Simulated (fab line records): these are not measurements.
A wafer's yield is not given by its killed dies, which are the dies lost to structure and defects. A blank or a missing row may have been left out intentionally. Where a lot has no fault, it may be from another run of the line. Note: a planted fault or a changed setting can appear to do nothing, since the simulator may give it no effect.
The tool behind it: which one? || flow n5-finfet || 28 wafers from 10 lots sampled at 4 of the route's 1938 steps

== WHAT EACH GAUGE READ, for each wafer ==
N5_BEOL_M4_RC_MEAS_101.
{"lot": "L477", "measured": "day 7 19:19", "on": "prober-01", "DIBL_N (mV/V)": "37.7 37.1 34.6", "DIBL_P (mV/V)": "36.6 35.3 33.2", "IOFF_N (nA/um)": "0.20 0.16 0.14", "IOFF_P (nA/um)": "0.28 0.25 0.22", "ION_N (uA/um)": "690 673 667", "ION_P (uA/um)": "478 466 463", "SS_N (mV/dec)": "72.4 71.7 70.9", "SS_P (mV/dec)": "73.8 73.3 72.3", "VT_N (mV)": "248 251 252", "VT_P (mV)": "-245 -246 -245"}
{"lot": "L480", "measured": "day 8 15:36", "on": "prober-01", "DIBL_N (mV/V)": "39.9 36.9 38.6", "DIBL_P (mV/V)": "42.1 37.2 39.4", "IOFF_N (nA/um)": "0.24 0.15 0.19", "IOFF_P (nA/um)": "0.28 0.19 0.21", "ION_N (uA/um)": "695 686 673", "ION_P (uA/um)": "472 467 454", "SS_N (mV/dec)": "71.9 71.3 71.7", "SS_P (mV/dec)": "73.5 72.6 73.9", "VT_N (mV)": "246 251 249", "VT_P (mV)": "-249 -255 -253"}
{"lot": "L481", "measured": "day 8 21:31", "on": "prober-02", "DIBL_N (mV/V)": "36.7 37.9 40.3", "DIBL_P (mV/V)": "36.6 37.4 40.6", "IOFF_N (nA/um)": "0.16 0.17 0.22", "IOFF_P (nA/um)": "0.24 0.26 0.33", "ION_N (uA/um)": "676 683 685", "ION_P (uA/um)": "470 478 479", "SS_N (mV/dec)": "72.1 71.4 73.2", "SS_P (mV/dec)": "73.6 73.4 75.0", "VT_N (mV)": "251 247 244", "VT_P (mV)": "-246 -243 -242"}
{"lot": "L482", "measured": "day 9 13:37", "on": "prober-01", "DIBL_N (mV/V)": "40.1 33.7", "DIBL_P (mV/V)": "41.0 32.9", "IOFF_N (nA/um)": "0.24 0.11", "IOFF_P (nA/um)": "0.39 0.21", "ION_N (uA/um)": "707 665", "ION_P (uA/um)": "491 469", "SS_N (mV/dec)": "72.4 70.6", "SS_P (mV/dec)": "75.2 73.3", "VT_N (mV)": "242 255", "VT_P (mV)": "-239 -247"}
{"lot": "L488", "measured": "day 10 22:10", "on": "prober-01", "DIBL_N (mV/V)": "36.3 35.6 37.5", "DIBL_P (mV/V)": "34.9 34.9 35.4", "IOFF_N (nA/um)": "0.15 0.14 0.16", "IOFF_P (nA/um)": "0.21 0.22 0.22", "ION_N (uA/um)": "694 679 670", "ION_P (uA/um)": "473 478 464", "SS_N (mV/dec)": "72.3 71.7 71.5", "SS_P (mV/dec)": "73.5 73.8 73.5", "VT_N (mV)": "253 251 248", "VT_P (mV)": "-247 -248 -249"}
{"lot": "L489", "measured": "day 10 22:28", "on": "prober-02", "DIBL_N (mV/V)": "39.4 37.4", "DIBL_P (mV/V)": "40.3 37.8", "IOFF_N (nA/um)": "0.22 0.16", "IOFF_P (nA/um)": "0.27 0.22", "ION_N (uA/um)": "695 673", "ION_P (uA/um)": "469 463", "SS_N (mV/dec)": "72.3 71.8", "SS_P (mV/dec)": "74.3 73.6", "VT_N (mV)": "248 251", "VT_P (mV)": "-247 -248"}
{"lot": "L491", "measured": "day 11 14:37", "on": "prober-01", "DIBL_N (mV/V)": "37.1 37.5 36.6", "DIBL_P (mV/V)": "37.0 36.9 36.5", "IOFF_N (nA/um)": "0.17 0.17 0.15", "IOFF_P (nA/um)": "0.25 0.23 0.23", "ION_N (uA/um)": "683 666 664", "ION_P (uA/um)": "470 462 459", "SS_N (mV/dec)": "72.0 72.2 72.2", "SS_P (mV/dec)": "74.0 73.9 74.0", "VT_N (mV)": "250 249 253", "VT_P (mV)": "-248 -252 -248"}
{"lot": "L496", "measured": "day 12 23:25", "on": "prober-01", "DIBL_N (mV/V)": "38.9 35.8 42.4", "DIBL_P (mV/V)": "39.5 36.2 43.9", "IOFF_N (nA/um)": "0.22 0.16 0.31", "IOFF_P (nA/um)": "0.26 0.19 0.34", "ION_N (uA/um)": "695 689 697", "ION_P (uA/um)": "470 469 474", "SS_N (mV/dec)": "71.4 71.1 73.4", "SS_P (mV/dec)": "74.0 73.5 75.2", "VT_N (mV)": "245 249 241", "VT_P (mV)": "-247 -251 -245"}
{"lot": "L495", "measured": "day 12 23:43", "on": "prober-02", "DIBL_N (mV/V)": "35.5 35.7 39.6", "DIBL_P (mV/V)": "36.0 36.7 41.4", "IOFF_N (nA/um)": "0.13 0.14 0.23", "IOFF_P (nA/um)": "0.16 0.18 0.26", "ION_N (uA/um)": "670 675 691", "ION_P (uA/um)": "450 457 468", "SS_N (mV/dec)": "71.8 71.1 71.7", "SS_P (mV/dec)": "72.4 73.8 74.1", "VT_N (mV)": "250 252 244", "VT_P (mV)": "-257 -254 -249"}
{"lot": "L499", "measured": "day 13 07:25", "on": "prober-01", "DIBL_N (mV/V)": "36.3 38.2 33.9", "DIBL_P (mV/V)": "36.7 38.6 33.7", "IOFF_N (nA/um)": "0.16 0.20 0.13", "IOFF_P (nA/um)": "0.23 0.26 0.19", "ION_N (uA/um)": "683 699 671", "ION_P (uA/um)": "468 476 461", "SS_N (mV/dec)": "71.2 72.2 71.0", "SS_P (mV/dec)": "73.2 73.8 73.2", "VT_N (mV)": "248 248 252", "VT_P (mV)": "-248 -248 -251"}

N5_PASSIVATION_CD_MEAS_44 targets a cd of 40000 nm.
{"lot": "L477", "measured": "day 11 21:04", "on": "cd-sem-03", "cd-nm (nm)": "40002 40001 39998"}
{"lot": "L480", "measured": "day 12 21:20", "on": "cd-sem-03", "cd-nm (nm)": "39999 40008 40000"}
{"lot": "L481", "measured": "day 13 01:32", "on": "cd-sem-03", "cd-nm (nm)": "40001 40004 40008"}
{"lot": "L482", "measured": "day 13 18:01", "on": "cd-sem-03", "cd-nm (nm)": "39994 39993"}
{"lot": "L488", "measured": "day 15 06:35", "on": "cd-sem-01", "cd-nm (nm)": "40000 39996 40002"}
{"lot": "L489", "measured": "day 15 10:19", "on": "cd-sem-01", "cd-nm (nm)": "39999 39997"}
{"lot": "L491", "measured": "day 15 10:49", "on": "cd-sem-02", "cd-nm (nm)": "40003 40000 40003"}
{"lot": "L496", "measured": "day 17 01:31", "on": "cd-sem-01", "cd-nm (nm)": "40007 40009 40007"}
{"lot": "L495", "measured": "day 17 06:14", "on": "cd-sem-02", "cd-nm (nm)": "39999 40001 39999"}
{"lot": "L499", "measured": "day 17 16:23", "on": "cd-sem-01", "cd-nm (nm)": "39998 39997 40003"}

== WHICH TOOL RAN EACH LOT (tool, then ch and the chambers of the sampled wafers, then the start) ==
{"lot": "L477", "N5_BEOL_M15_SPUTTER_45": "pvd-sputter-01, day 11 09:14", "N5_PASSIVATION_PECVD_35": "pecvd-04 ch 0,2, day 11 20:38"}
{"lot": "L480", "N5_BEOL_M15_SPUTTER_45": "pvd-sputter-03, day 12 05:47", "N5_PASSIVATION_PECVD_35": "pecvd-01 ch 0,2, day 12 20:47"}
{"lot": "L481", "N5_BEOL_M15_SPUTTER_45": "pvd-sputter-03, day 12 11:30", "N5_PASSIVATION_PECVD_35": "pecvd-04 ch 0,1, day 13 01:06"}
{"lot": "L482", "N5_BEOL_M15_SPUTTER_45": "pvd-sputter-01, day 13 03:44", "N5_PASSIVATION_PECVD_35": "pecvd-01 ch 2, day 13 17:35"}
{"lot": "L488", "N5_BEOL_M15_SPUTTER_45": "pvd-sputter-01, day 14 20:55", "N5_PASSIVATION_PECVD_35": "pecvd-02 ch 0,1, day 15 06:09"}
{"lot": "L489", "N5_BEOL_M15_SPUTTER_45": "pvd-sputter-01, day 14 21:19", "N5_PASSIVATION_PECVD_35": "pecvd-02 ch 0,1, day 15 09:46"}
{"lot": "L491", "N5_BEOL_M15_SPUTTER_45": "pvd-sputter-02, day 14 23:55", "N5_PASSIVATION_PECVD_35": "pecvd-02 ch 0,1, day 15 10:16"}
{"lot": "L496", "N5_BEOL_M15_SPUTTER_45": "pvd-sputter-02, day 16 13:39", "N5_PASSIVATION_PECVD_35": "pecvd-02 ch 0,1,2, day 17 00:58"}
{"lot": "L495", "N5_BEOL_M15_SPUTTER_45": "pvd-sputter-02, day 16 19:29", "N5_PASSIVATION_PECVD_35": "pecvd-02 ch 0,1,2, day 17 05:40"}
{"lot": "L499", "N5_BEOL_M15_SPUTTER_45": "pvd-sputter-03, day 17 00:52", "N5_PASSIVATION_PECVD_35": "pecvd-04 ch 0,2, day 17 15:46"}
- N5_BEOL_M15_SPUTTER_45: material Cu, target thk 100 nm, time 16.67 s.
- N5_PASSIVATION_PECVD_35: deposits SiNx from SiH4/NH3/N2, target thk 700 nm, time 151.3 s.

== AS READ BY THE TOOLS THEMSELVES (means over the sampled wafers that have a number; for cases with no such wafer, the mark the record gives instead) ==
N5_BEOL_M15_SPUTTER_45.
{"lot": "L477", "tool": "pvd-sputter-01", "chuck-gas-flow-sccm (sccm)": 1.26, "throttle-valve-pct (%)": 31.9}
{"lot": "L480", "tool": "pvd-sputter-03", "chuck-gas-flow-sccm (sccm)": 1.31, "throttle-valve-pct (%)": 29.9}
{"lot": "L481", "tool": "pvd-sputter-03", "chuck-gas-flow-sccm (sccm)": 1.26, "throttle-valve-pct (%)": 29.9}
{"lot": "L482", "tool": "pvd-sputter-01", "chuck-gas-flow-sccm (sccm)": 1.31, "throttle-valve-pct (%)": 31.2}
{"lot": "L488", "tool": "pvd-sputter-01", "chuck-gas-flow-sccm (sccm)": 1.25, "throttle-valve-pct (%)": 31.8}
{"lot": "L489", "tool": "pvd-sputter-01", "chuck-gas-flow-sccm (sccm)": 1.31, "throttle-valve-pct (%)": 31.9}
{"lot": "L491", "tool": "pvd-sputter-02", "chuck-gas-flow-sccm (sccm)": 1.24, "throttle-valve-pct (%)": 28.9}
{"lot": "L496", "tool": "pvd-sputter-02", "chuck-gas-flow-sccm (sccm)": 1.28, "throttle-valve-pct (%)": 28.9}
{"lot": "L495", "tool": "pvd-sputter-02", "chuck-gas-flow-sccm (sccm)": 1.24, "throttle-valve-pct (%)": 28.8}
{"lot": "L499", "tool": "pvd-sputter-03", "chuck-gas-flow-sccm (sccm)": 1.24, "throttle-valve-pct (%)": 29.9}

N5_PASSIVATION_PECVD_35.
{"lot": "L477", "tool": "pecvd-04", "heater-power-w (W)": 268, "showerhead-plenum-p-Torr (Torr)": 8.68, "throttle-valve-pct (%)": 29.1}
{"lot": "L480", "tool": "pecvd-01", "heater-power-w (W)": 293, "showerhead-plenum-p-Torr (Torr)": 8.63, "throttle-valve-pct (%)": 30.0}
{"lot": "L481", "tool": "pecvd-04", "heater-power-w (W)": 318, "showerhead-plenum-p-Torr (Torr)": 8.73, "throttle-valve-pct (%)": 31.6}
{"lot": "L482", "tool": "pecvd-01", "heater-power-w (W)": 288, "showerhead-plenum-p-Torr (Torr)": 8.68, "throttle-valve-pct (%)": 30.9}
{"lot": "L488", "tool": "pecvd-02", "heater-power-w (W)": 387, "showerhead-plenum-p-Torr (Torr)": 8.70, "throttle-valve-pct (%)": 28.5}
{"lot": "L489", "tool": "pecvd-02", "heater-power-w (W)": 480, "showerhead-plenum-p-Torr (Torr)": 8.67, "throttle-valve-pct (%)": 28.6}
{"lot": "L491", "tool": "pecvd-02", "heater-power-w (W)": 444, "showerhead-plenum-p-Torr (Torr)": 8.67, "throttle-valve-pct (%)": 29.0}
{"lot": "L496", "tool": "pecvd-02", "heater-power-w (W)": 368, "showerhead-plenum-p-Torr (Torr)": 8.67, "throttle-valve-pct (%)": 28.5}
{"lot": "L495", "tool": "pecvd-02", "heater-power-w (W)": 423, "showerhead-plenum-p-Torr (Torr)": 8.66, "throttle-valve-pct (%)": 28.5}
{"lot": "L499", "tool": "pecvd-04", "heater-power-w (W)": 285, "showerhead-plenum-p-Torr (Torr)": 8.68, "throttle-valve-pct (%)": 29.4}

== THE ANSWER, worked out from the rows above alone ==
Rule: the usual values come from the lots themselves. The widest of any qualifying gaps counts: lots, ordered by their means at a reading, are off when they make up no more than a third of the lots, leave a main group of 4 or more, and stand apart from it by 3 or more times the standard deviation of that group's means. The tables above print the reading to a certain number of digits; a main group whose means all agree to those digits is not used. Also off: a lot with no number at a reading for which 4 or more lots have one. Any other lot the step has rows for is counted as sound. The gauges are gone through in route order, then the tools' own readings, and for those a lot's mean is taken as printed above. At the first step where some lot is off, the reading lying furthest off is the one used; lots without a number count as furthest.
No lot is off on any of the readings shown, so nothing can be concluded from this.

== WHAT THE SIMULATOR PUT IN ==
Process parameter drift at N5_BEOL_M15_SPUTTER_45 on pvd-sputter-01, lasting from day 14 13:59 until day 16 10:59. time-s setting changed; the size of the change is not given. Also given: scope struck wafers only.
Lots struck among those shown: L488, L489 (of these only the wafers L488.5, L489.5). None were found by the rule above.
